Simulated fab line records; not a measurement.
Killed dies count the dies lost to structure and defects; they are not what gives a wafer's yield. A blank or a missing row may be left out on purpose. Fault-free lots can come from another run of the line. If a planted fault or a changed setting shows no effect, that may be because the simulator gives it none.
Split-lot study || flow n5-finfet || 39 wafers read across 7 lots, on a route 1938 steps long

== THE SPLIT ITSELF ==
At N5_DUMMY_GATE_ETCH_32 (etches SiO2 in CF4, target depth 3.5 nm, time 3.9 s), the setting time-s was moved away from the recipe's 3.9 s on 18 of the 39 wafers read, by -21.3% to +22.8%. All remaining wafers had this setting at the recipe value.

The reading comes from the split's own step.

== THE READING ==
etch.depth-nm (the simulator's own value, which no gauge read), in nm, at N5_DUMMY_GATE_ETCH_32 (etches SiO2 in CF4, target depth 3.5 nm, time 3.9 s). No usual value for it is given in the file. The 21 wafers here that ran the recipe average 3.523 nm, standard deviation 0.048 nm.

{"wafer": "L079.1", "tool, chamber at the split": "rie-si-02, 0", "time-s as run, s": 3.9, "against the recipe": "recipe", "etch.depth-nm, nm": 3.53, "against lot-mates on the recipe": "-"}
{"wafer": "L079.2", "tool, chamber at the split": "rie-si-02, 3", "time-s as run, s": 3.9, "against the recipe": "recipe", "etch.depth-nm, nm": 3.559, "against lot-mates on the recipe": "-"}
{"wafer": "L079.3", "tool, chamber at the split": "rie-si-02, 1", "time-s as run, s": 3.9, "against the recipe": "recipe", "etch.depth-nm, nm": 3.557, "against lot-mates on the recipe": "-"}
{"wafer": "L080.1", "tool, chamber at the split": "rie-si-01, 3", "time-s as run, s": 4.611, "against the recipe": "+18.2%", "etch.depth-nm, nm": 4.301, "against lot-mates on the recipe": "+0.826"}
{"wafer": "L080.2", "tool, chamber at the split": "rie-si-01, 1", "time-s as run, s": 3.9, "against the recipe": "recipe", "etch.depth-nm, nm": 3.421, "against lot-mates on the recipe": "-"}
{"wafer": "L080.3", "tool, chamber at the split": "rie-si-01, 2", "time-s as run, s": 3.9, "against the recipe": "recipe", "etch.depth-nm, nm": 3.496, "against lot-mates on the recipe": "-"}
{"wafer": "L080.4", "tool, chamber at the split": "rie-si-01, 0", "time-s as run, s": 3.9, "against the recipe": "recipe", "etch.depth-nm, nm": 3.507, "against lot-mates on the recipe": "-"}
{"wafer": "L080.5", "tool, chamber at the split": "rie-si-01, 1", "time-s as run, s": 4.611, "against the recipe": "+18.2%", "etch.depth-nm, nm": 4.05, "against lot-mates on the recipe": "+0.575"}
{"wafer": "L080.6", "tool, chamber at the split": "rie-si-01, 0", "time-s as run, s": 4.611, "against the recipe": "+18.2%", "etch.depth-nm, nm": 4.115, "against lot-mates on the recipe": "+0.640"}
{"wafer": "L081.1", "tool, chamber at the split": "rie-si-02, 2", "time-s as run, s": 3.502, "against the recipe": "-10.2%", "etch.depth-nm, nm": 3.2, "against lot-mates on the recipe": -0.338}
{"wafer": "L081.2", "tool, chamber at the split": "rie-si-02, 1", "time-s as run, s": 3.502, "against the recipe": "-10.2%", "etch.depth-nm, nm": 3.179, "against lot-mates on the recipe": -0.359}
{"wafer": "L081.3", "tool, chamber at the split": "rie-si-02, 0", "time-s as run, s": 3.9, "against the recipe": "recipe", "etch.depth-nm, nm": 3.522, "against lot-mates on the recipe": "-"}
{"wafer": "L081.4", "tool, chamber at the split": "rie-si-02, 2", "time-s as run, s": 3.9, "against the recipe": "recipe", "etch.depth-nm, nm": 3.55, "against lot-mates on the recipe": "-"}
{"wafer": "L081.5", "tool, chamber at the split": "rie-si-02, 1", "time-s as run, s": 3.502, "against the recipe": "-10.2%", "etch.depth-nm, nm": 3.209, "against lot-mates on the recipe": -0.329}
{"wafer": "L081.6", "tool, chamber at the split": "rie-si-02, 0", "time-s as run, s": 3.9, "against the recipe": "recipe", "etch.depth-nm, nm": 3.543, "against lot-mates on the recipe": "-"}
{"wafer": "L084.1", "tool, chamber at the split": "rie-si-02, 0", "time-s as run, s": 3.173, "against the recipe": "-18.6%", "etch.depth-nm, nm": 2.874, "against lot-mates on the recipe": -0.659}
{"wafer": "L084.2", "tool, chamber at the split": "rie-si-02, 1", "time-s as run, s": 3.173, "against the recipe": "-18.6%", "etch.depth-nm, nm": 2.86, "against lot-mates on the recipe": -0.673}
{"wafer": "L084.3", "tool, chamber at the split": "rie-si-02, 3", "time-s as run, s": 3.173, "against the recipe": "-18.6%", "etch.depth-nm, nm": 2.926, "against lot-mates on the recipe": -0.607}
{"wafer": "L084.4", "tool, chamber at the split": "rie-si-02, 1", "time-s as run, s": 3.9, "against the recipe": "recipe", "etch.depth-nm, nm": 3.553, "against lot-mates on the recipe": "-"}
{"wafer": "L084.5", "tool, chamber at the split": "rie-si-02, 3", "time-s as run, s": 3.9, "against the recipe": "recipe", "etch.depth-nm, nm": 3.547, "against lot-mates on the recipe": "-"}
{"wafer": "L084.6", "tool, chamber at the split": "rie-si-02, 0", "time-s as run, s": 3.9, "against the recipe": "recipe", "etch.depth-nm, nm": 3.5, "against lot-mates on the recipe": "-"}
{"wafer": "L087.1", "tool, chamber at the split": "rie-si-02, 0", "time-s as run, s": 3.07, "against the recipe": "-21.3%", "etch.depth-nm, nm": 2.777, "against lot-mates on the recipe": -0.797}
{"wafer": "L087.2", "tool, chamber at the split": "rie-si-02, 3", "time-s as run, s": 3.07, "against the recipe": "-21.3%", "etch.depth-nm, nm": 2.786, "against lot-mates on the recipe": -0.788}
{"wafer": "L087.3", "tool, chamber at the split": "rie-si-02, 2", "time-s as run, s": 3.07, "against the recipe": "-21.3%", "etch.depth-nm, nm": 2.792, "against lot-mates on the recipe": -0.782}
{"wafer": "L087.4", "tool, chamber at the split": "rie-si-02, 1", "time-s as run, s": 3.9, "against the recipe": "recipe", "etch.depth-nm, nm": 3.593, "against lot-mates on the recipe": "-"}
{"wafer": "L087.5", "tool, chamber at the split": "rie-si-02, 0", "time-s as run, s": 3.9, "against the recipe": "recipe", "etch.depth-nm, nm": 3.532, "against lot-mates on the recipe": "-"}
{"wafer": "L087.6", "tool, chamber at the split": "rie-si-02, 3", "time-s as run, s": 3.9, "against the recipe": "recipe", "etch.depth-nm, nm": 3.597, "against lot-mates on the recipe": "-"}
{"wafer": "L090.1", "tool, chamber at the split": "rie-si-04, 2", "time-s as run, s": 3.397, "against the recipe": "-12.9%", "etch.depth-nm, nm": 3.028, "against lot-mates on the recipe": -0.491}
{"wafer": "L090.2", "tool, chamber at the split": "rie-si-04, 0", "time-s as run, s": 3.397, "against the recipe": "-12.9%", "etch.depth-nm, nm": 3.049, "against lot-mates on the recipe": -0.470}
{"wafer": "L090.3", "tool, chamber at the split": "rie-si-04, 3", "time-s as run, s": 3.9, "against the recipe": "recipe", "etch.depth-nm, nm": 3.523, "against lot-mates on the recipe": "-"}
{"wafer": "L090.4", "tool, chamber at the split": "rie-si-04, 1", "time-s as run, s": 3.397, "against the recipe": "-12.9%", "etch.depth-nm, nm": 3.104, "against lot-mates on the recipe": -0.415}
{"wafer": "L090.5", "tool, chamber at the split": "rie-si-04, 1", "time-s as run, s": 3.9, "against the recipe": "recipe", "etch.depth-nm, nm": 3.552, "against lot-mates on the recipe": "-"}
{"wafer": "L090.6", "tool, chamber at the split": "rie-si-04, 0", "time-s as run, s": 3.9, "against the recipe": "recipe", "etch.depth-nm, nm": 3.483, "against lot-mates on the recipe": "-"}
{"wafer": "L094.1", "tool, chamber at the split": "rie-si-04, 2", "time-s as run, s": 3.9, "against the recipe": "recipe", "etch.depth-nm, nm": 3.492, "against lot-mates on the recipe": "-"}
{"wafer": "L094.2", "tool, chamber at the split": "rie-si-04, 3", "time-s as run, s": 4.79, "against the recipe": "+22.8%", "etch.depth-nm, nm": 4.296, "against lot-mates on the recipe": "+0.824"}
{"wafer": "L094.3", "tool, chamber at the split": "rie-si-04, 0", "time-s as run, s": 3.9, "against the recipe": "recipe", "etch.depth-nm, nm": 3.393, "against lot-mates on the recipe": "-"}
{"wafer": "L094.4", "tool, chamber at the split": "rie-si-04, 1", "time-s as run, s": 3.9, "against the recipe": "recipe", "etch.depth-nm, nm": 3.53, "against lot-mates on the recipe": "-"}
{"wafer": "L094.5", "tool, chamber at the split": "rie-si-04, 0", "time-s as run, s": 4.79, "against the recipe": "+22.8%", "etch.depth-nm, nm": 4.201, "against lot-mates on the recipe": "+0.729"}
{"wafer": "L094.6", "tool, chamber at the split": "rie-si-04, 3", "time-s as run, s": 4.79, "against the recipe": "+22.8%", "etch.depth-nm, nm": 4.277, "against lot-mates on the recipe": "+0.805"}

THE FIT
A straight line over all 39 wafers: etch.depth-nm changes by +0.0338 nm for each +1% of time-s; r = +0.99; the points scatter about the line by 0.052 nm.
The same after taking each lot's own level away (the mean of its wafers on the recipe; 39 wafers): +0.0357 nm for each +1%; r = +0.99; scatter 0.046 nm.
According to that fit, moving time-s by its largest amount changes the reading by 0.81 nm.
From 3.4717 to 3.5740 nm: that is the span of the lots' own levels, equal to 2.1 times the standard deviation above.
The two slopes are in agreement: the lot-to-lot level therefore moves the slope only a little.
Check: with one of the wafers moved furthest among these (+22.8%) left out of the fit, the line predicts +0.814 nm for it against its lot-mates. It came out at +0.824 nm against them.

== ADDITIONAL SPLITS CARRIED BY THESE WAFERS ==
Before the reading, these wafers also passed through other splits. Each is held against what the fit with the lots' levels taken away leaves over:
{"other split on the same wafers": "N5_FIN_SAQP_ETCH_65 time-s", "wafers away from the commonest value": 9, "r with etch.depth-nm (lot level and that fit taken away)": -0.24}
{"other split on the same wafers": "N5_DUMMY_GATE_ETCH_37 source-w", "wafers away from the commonest value": 15, "r with etch.depth-nm (lot level and that fit taken away)": "+0.11"}
{"other split on the same wafers": "N5_DUMMY_GATE_ETCH_31 target-depth-a", "wafers away from the commonest value": 9, "r with etch.depth-nm (lot level and that fit taken away)": "+0.03"}

== THE FILE'S OWN FIT ==
etch.depth-nm changes by +0.0357 nm for each +1% of time-s, r = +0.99.
